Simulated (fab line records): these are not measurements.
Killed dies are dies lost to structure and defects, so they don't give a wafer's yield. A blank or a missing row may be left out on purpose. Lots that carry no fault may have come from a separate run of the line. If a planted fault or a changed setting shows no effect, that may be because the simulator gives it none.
Which of the tools did it?	flow n5_finfet	24 lots, 72 wafers sampled, at 5 steps of a route of 1938

== WHAT THE GAUGES SHOWED, per wafer ==
N5_BEOL_M1_OVL_MEAS_29. Usual: for V0_OVL the level is 0.2 nm and the standard deviation is 0.7.
lot	measured	on	V0_OVL (nm)	flag
L074	day 6 09:26	overlay-02	-0.3 -0.2 0.1	
L075	day 6 13:44	overlay-01	0.8 0.6 1.1	
L076	day 6 13:56	overlay-01	-0.7 -1.1 -1.3	
L077	day 7 01:57	overlay-02	-0.3 -0.4 -0.8	
L078	day 7 07:37	overlay-02	0.9 0.2 0.7	
L079	day 7 10:05	overlay-01	1.6 1.7 1.0	
L080	day 7 13:08	overlay-02	0.3 0.3 0.4	
L082	day 7 20:29	overlay-02	0.1 1.1 0.6	
L081	day 8 06:07	overlay-01	0.7 1.9 1.4	
L083	day 8 06:19	overlay-01	-0.8 -0.2 -0.2	
L084	day 8 14:40	overlay-01	-0.6 -0.4 -1.3	
L085	day 11 09:01	overlay-01	0.1 0.7 -0.4	
L088	day 11 09:10	overlay-02	-0.5 0.0 0.2	
L095	day 11 09:39	overlay-02	-0.3 0.1 0.0	
L094	day 11 10:08	overlay-01	1.1 0.8 0.9	
L089	day 11 12:28	overlay-01	1.1 0.1 -1.2	
L090	day 11 14:37	overlay-02	0.3 1.7 0.0	
L091	day 11 14:52	overlay-02	0.7 1.2 1.4	
L092	day 11 15:08	overlay-02	0.0 0.7 0.6	
L087	day 11 15:17	overlay-01	-0.3 0.7 -0.7	
L093	day 11 15:38	overlay-01	0.2 0.5 0.2	
L086	day 11 16:19	overlay-01	-0.1 0.0 0.3	
L096	day 11 16:42	overlay-02	1.7 0.7 1.4	
L097	day 12 05:17	overlay-02	0.2 -0.2 0.4	

== EACH LOT AND THE TOOL THAT RAN IT (in order: tool; ch and the chambers of the sampled wafers; start) ==
lot	N5_BEOL_M0_SAQP_ALD_48	N5_BEOL_M0_STRIP_140	N5_BEOL_M0_SPUTTER_132	N5_BEOL_M1_STRIP_19
L074	ald_sin-04 ch 1,2, day 5 22:20	rie_diel-03 ch 0,1,2, day 6 01:50	pvd_sputter-02, day 6 04:41	rie_diel-06 ch 0,1,3, day 6 09:01
L075	ald_sin-03 ch 0,1, day 6 02:55	rie_diel-02 ch 0,1,3, day 6 04:39	pvd_sputter-01, day 6 08:11	rie_diel-01 ch 0,1,2, day 6 13:11
L076	ald_sin-04 ch 1,2,3, day 6 04:56	rie_diel-02 ch 1,2,3, day 6 07:49	pvd_sputter-01, day 6 09:43	rie_diel-01 ch 0,1,3, day 6 13:22
L077	ald_sin-01 ch 0,2,3, day 6 14:26	rie_diel-04 ch 0,1,3, day 6 18:31	pvd_sputter-02, day 6 22:22	rie_diel-06 ch 1,3, day 7 01:31
L078	ald_sin-03 ch 1,3, day 6 19:01	rie_diel-04 ch 1,2, day 7 00:05	pvd_sputter-01, day 7 03:28	rie_diel-01 ch 0,3, day 7 07:12
L079	ald_sin-03 ch 0,2,3, day 7 00:47	rie_diel-02 ch 0,1,2, day 7 03:26	pvd_sputter-01, day 7 07:10	rie_diel-06 ch 0,1,3, day 7 09:40
L080	ald_sin-04 ch 0,2,3, day 7 05:27	rie_diel-02 ch 1,2,3, day 7 07:05	pvd_sputter-03, day 7 08:40	rie_diel-06 ch 0,1,2, day 7 12:42
L082	ald_sin-04 ch 1,2,3, day 7 12:17	rie_diel-02 ch 0,1,2, day 7 14:51	pvd_sputter-01, day 7 17:13	rie_diel-01 ch 0,1,3, day 7 19:56
L081	ald_sin-04 ch 0,2, day 7 17:56	rie_diel-03 ch 0,1,3, day 7 23:08	pvd_sputter-02, day 8 01:56	rie_diel-01 ch 0,2,3, day 8 05:42
L083	ald_sin-04 ch 0,1,3, day 7 21:19	rie_diel-02 ch 2,3, day 7 23:10	pvd_sputter-03, day 8 02:23	rie_diel-01 ch 0,2,3, day 8 05:47
L084	ald_sin-01 ch 0,2,3, day 8 03:38	rie_diel-02 ch 0,2,3, day 8 07:10	pvd_sputter-02, day 8 11:22	rie_diel-05 ch 1,2,3, day 8 14:14
L085	ald_sin-01 ch 1,2,3, day 11 01:16	rie_diel-03 ch 1,2, day 11 03:05	pvd_sputter-03, day 11 05:43	rie_diel-06 ch 0,1,3, day 11 08:36
L088	ald_sin-04 ch 0,3, day 11 01:29	rie_diel-04 ch 0,2, day 11 03:28	pvd_sputter-02, day 11 05:55	rie_diel-06 ch 0,1, day 11 08:44
L095	ald_sin-01 ch 0,2,3, day 11 01:47	rie_diel-04 ch 1,2,3, day 11 03:53	pvd_sputter-01, day 11 06:05	rie_diel-01 ch 2,3, day 11 09:14
L094	ald_sin-04 ch 0,2,3, day 11 01:59	rie_diel-02 ch 2,3, day 11 04:47	pvd_sputter-01, day 11 06:54	rie_diel-05 ch 1,2, day 11 09:43
L089	ald_sin-03 ch 1,2, day 11 03:47	rie_diel-02 ch 0,3, day 11 05:43	pvd_sputter-02, day 11 09:17	rie_diel-06 ch 2,3, day 11 11:54
L090	ald_sin-01 ch 0,1,3, day 11 04:01	rie_diel-03 ch 1,2, day 11 06:03	pvd_sputter-03, day 11 09:53	rie_diel-01 ch 0,3, day 11 14:11
L091	ald_sin-04 ch 0,1,3, day 11 04:14	rie_diel-04 ch 0,1,3, day 11 06:37	pvd_sputter-01, day 11 09:57	rie_diel-01 ch 0,2,3, day 11 14:28
L092	ald_sin-03 ch 1,3, day 11 04:17	rie_diel-03 ch 1,2, day 11 06:38	pvd_sputter-02, day 11 10:11	rie_diel-06 ch 0,1,3, day 11 14:43
L087	ald_sin-01 ch 0,1,3, day 11 04:31	rie_diel-03 ch 1,2,3, day 11 06:42	pvd_sputter-03, day 11 10:20	rie_diel-06 ch 0,2,3, day 11 14:52
L093	ald_sin-01 ch 0,1,2, day 11 05:01	rie_diel-02 ch 0,1, day 11 08:22	pvd_sputter-03, day 11 10:52	rie_diel-01 ch 0,2,3, day 11 15:13
L086	ald_sin-03 ch 0,2, day 11 05:19	rie_diel-04 ch 2,3, day 11 09:54	pvd_sputter-02, day 11 12:02	rie_diel-06 ch 0,1,2, day 11 15:53
L096	ald_sin-01 ch 0,2, day 11 05:31	rie_diel-02 ch 1,2,3, day 11 10:05	pvd_sputter-02, day 11 12:29	rie_diel-06 ch 0,1,3, day 11 16:17
L097	ald_sin-01 ch 0,2,3, day 11 20:08	rie_diel-02 ch 1,2,3, day 11 22:21	pvd_sputter-03, day 12 01:57	rie_diel-06 ch 1,2,3, day 12 04:52
- N5_BEOL_M0_SAQP_ALD_48: deposits SiO2, target thk 20 nm, pulse time 1 s, co reactant pulse time 1 s.
- N5_BEOL_M0_STRIP_140: strips in CF4.
- N5_BEOL_M0_SPUTTER_132: material Cu, target thk 4 nm, time 7.37 s.
- N5_BEOL_M1_STRIP_19: strips in O2.

== AS READ BY THE TOOLS THEMSELVES (means over the sampled wafers that have a number; for cases with no such wafer, the mark the record gives instead) ==
N5_BEOL_M0_SAQP_ALD_48. Usual: heater_power_w 77 W, standard deviation 7.7; precursor_pulse_height_rel 1.001, standard deviation 0.02.
lot	tool	heater_power_w (W)	precursor_pulse_height_rel	flag
L074	ald_sin-04	79	0.999	
L075	ald_sin-03	74	1.014	
L076	ald_sin-04	82	0.984	
L077	ald_sin-01	82	1.013	
L078	ald_sin-03	70	1.007	
L079	ald_sin-03	73	1.027	
L080	ald_sin-04	82	1.010	
L082	ald_sin-04	83	1.005	
L081	ald_sin-04	78	0.994	
L083	ald_sin-04	78	0.995	
L084	ald_sin-01	81	0.989	
L085	ald_sin-01	77	1.004	
L088	ald_sin-04	76	1.006	
L095	ald_sin-01	82	1.002	
L094	ald_sin-04	82	0.987	
L089	ald_sin-03	66	0.987	
L090	ald_sin-01	80	0.986	
L091	ald_sin-04	78	0.996	
L092	ald_sin-03	70	1.007	
L087	ald_sin-01	81	1.003	
L093	ald_sin-01	79	0.987	
L086	ald_sin-03	72	1.018	
L096	ald_sin-01	82	1.010	
L097	ald_sin-01	82	0.973	

N5_BEOL_M0_STRIP_140. Usual: drypump_motor_current_A 6.0 A, standard deviation 0.42; oes_product_au 0.80 a.u., standard deviation 0.077; rf_vpp_V 271.1 V, standard deviation 1.9; showerhead_plenum_p_Torr 1.80 Torr, standard deviation 0.064; throttle_valve_pct 13.56 %, standard deviation 0.27.
lot	tool	drypump_motor_current_A (A)	oes_product_au (a.u.)	rf_vpp_V (V)	showerhead_plenum_p_Torr (Torr)	throttle_valve_pct (%)	flag
L074	rie_diel-03	5.6	0.76	270.4	1.78	13.72	
L075	rie_diel-02	6.3	0.78	270.8	1.75	13.59	
L076	rie_diel-02	6.2	0.80	269.9	1.80	13.50	
L077	rie_diel-04	6.0	0.89	270.7	1.79	13.33	
L078	rie_diel-04	6.3	0.81	270.7	1.79	13.72	
L079	rie_diel-02	6.2	0.82	272.8	1.83	13.43	
L080	rie_diel-02	6.2	0.88	272.6	1.86	13.33	
L082	rie_diel-02	6.2	0.81	272.1	1.83	13.45	
L081	rie_diel-03	5.7	0.80	270.1	1.82	13.66	
L083	rie_diel-02	6.1	0.81	271.8	1.85	13.43	
L084	rie_diel-02	6.2	0.78	271.0	1.80	13.55	
L085	rie_diel-03	5.6	0.76	270.4	1.81	13.80	
L088	rie_diel-04	6.3	0.76	269.2	1.73	13.87	
L095	rie_diel-04	6.0	0.79	270.6	1.76	13.67	
L094	rie_diel-02	6.3	0.82	272.4	1.83	13.49	
L089	rie_diel-02	6.4	0.74	269.0	1.74	13.71	
L090	rie_diel-03	5.6	0.77	271.3	1.81	13.81	
L091	rie_diel-04	6.0	0.86	271.8	1.78	13.40	
L092	rie_diel-03	5.6	0.77	270.3	1.81	13.81	
L087	rie_diel-03	5.5	0.76	272.1	1.82	13.61	
L093	rie_diel-02	6.3	0.80	272.3	1.83	13.43	
L086	rie_diel-04	6.0	0.74	269.6	1.72	13.83	
L096	rie_diel-02	6.2	0.81	271.7	1.85	13.42	
L097	rie_diel-02	6.2	0.80	272.5	1.85	13.44	

N5_BEOL_M0_SPUTTER_132. Usual: throttle_valve_pct reads 29.8 % (standard deviation 1).
lot	tool	throttle_valve_pct (%)	flag
L074	pvd_sputter-02	28.9	
L075	pvd_sputter-01	30.6	
L076	pvd_sputter-01	30.7	
L077	pvd_sputter-02	29.5	
L078	pvd_sputter-01	30.5	
L079	pvd_sputter-01	30.3	
L080	pvd_sputter-03	29.2	
L082	pvd_sputter-01	30.4	
L081	pvd_sputter-02	29.4	
L083	pvd_sputter-03	29.4	
L084	pvd_sputter-02	29.6	
L085	pvd_sputter-03	28.2	
L088	pvd_sputter-02	29.0	
L095	pvd_sputter-01	30.1	
L094	pvd_sputter-01	30.3	
L089	pvd_sputter-02	29.9	
L090	pvd_sputter-03	30.3	
L091	pvd_sputter-01	30.1	
L092	pvd_sputter-02	28.9	
L087	pvd_sputter-03	30.1	
L093	pvd_sputter-03	29.5	
L086	pvd_sputter-02	28.8	
L096	pvd_sputter-02	30.0	
L097	pvd_sputter-03	29.6	

N5_BEOL_M1_STRIP_19. Usual: drypump_motor_current_A 5.6 A, standard deviation 0.61; oes_product_au 0.76 a.u., standard deviation 0.065; rf_vpp_V 3.7 V, standard deviation 0.49; showerhead_plenum_p_Torr 2.11 Torr, standard deviation 0.06; temp_c 40.00 C, standard deviation 0.11; throttle_valve_pct 16.74 %, standard deviation 0.27.
lot	tool	drypump_motor_current_A (A)	oes_product_au (a.u.)	rf_vpp_V (V)	showerhead_plenum_p_Torr (Torr)	temp_c (C)	throttle_valve_pct (%)	flag
L074	rie_diel-06	5.7	0.78	3.8	2.12	40.05	16.58	
L075	rie_diel-01	5.3	0.75	3.7	2.15	39.85	16.81	
L076	rie_diel-01	5.0	0.72	3.4	2.14	40.07	16.86	
L077	rie_diel-06	5.4	0.74	3.4	2.08	40.01	16.73	
L078	rie_diel-01	4.8	0.73	3.9	2.12	40.07	17.02	
L079	rie_diel-06	5.7	0.77	3.4	2.12	39.99	16.60	
L080	rie_diel-06	6.1	0.84	3.5	2.11	40.01	16.47	
L082	rie_diel-01	5.0	0.72	4.1	2.14	40.01	16.88	
L081	rie_diel-01	5.1	0.75	4.0	2.13	40.08	16.99	
L083	rie_diel-01	5.1	0.76	3.4	2.13	39.97	16.98	
L084	rie_diel-05	5.6	0.78	3.9	2.12	39.91	16.68	
L085	rie_diel-06	5.7	0.75	4.0	2.11	40.01	16.65	
L088	rie_diel-06	5.7	0.75	3.6	2.12	39.96	16.69	
L095	rie_diel-01	5.0	0.71	3.8	2.08	40.06	17.08	
L094	rie_diel-05	5.8	0.69	3.9	2.09	39.88	16.75	
L089	rie_diel-06	6.2	0.82	3.8	2.05	40.13	16.41	
L090	rie_diel-01	4.9	0.74	3.9	2.15	39.98	17.04	
L091	rie_diel-01	5.1	0.73	3.4	2.12	39.95	17.04	
L092	rie_diel-06	5.7	0.75	4.1	2.11	39.94	16.65	
L087	rie_diel-06	6.1	0.80	3.2	2.10	40.05	16.46	
L093	rie_diel-01	5.1	0.73	3.7	2.12	39.97	17.03	
L086	rie_diel-06	6.1	0.80	4.0	2.11	40.00	16.51	
L096	rie_diel-06	5.7	0.74	3.2	2.11	39.98	16.65	
L097	rie_diel-06	5.8	0.76	3.7	2.06	40.12	16.61	

== THE ANSWER, worked out from the rows above alone ==
Rule: a lot is off if the mean of its wafers that have a number lies more than 3 standard deviations from the usual mean. Also off: a lot with no number at a reading for which 4 or more lots have one. The other lots that the step has rows for count as sound. First the gauges in route order, then the tools' own readings, where a lot's mean is used as printed above. The first step at which some lot is off is used, and at that step the reading that is off furthest; a lot without a number counts as furthest.
Nothing can be told from this: no lot is off at any reading shown.

== WHAT HAD BEEN PUT IN BY THE SIMULATOR ==
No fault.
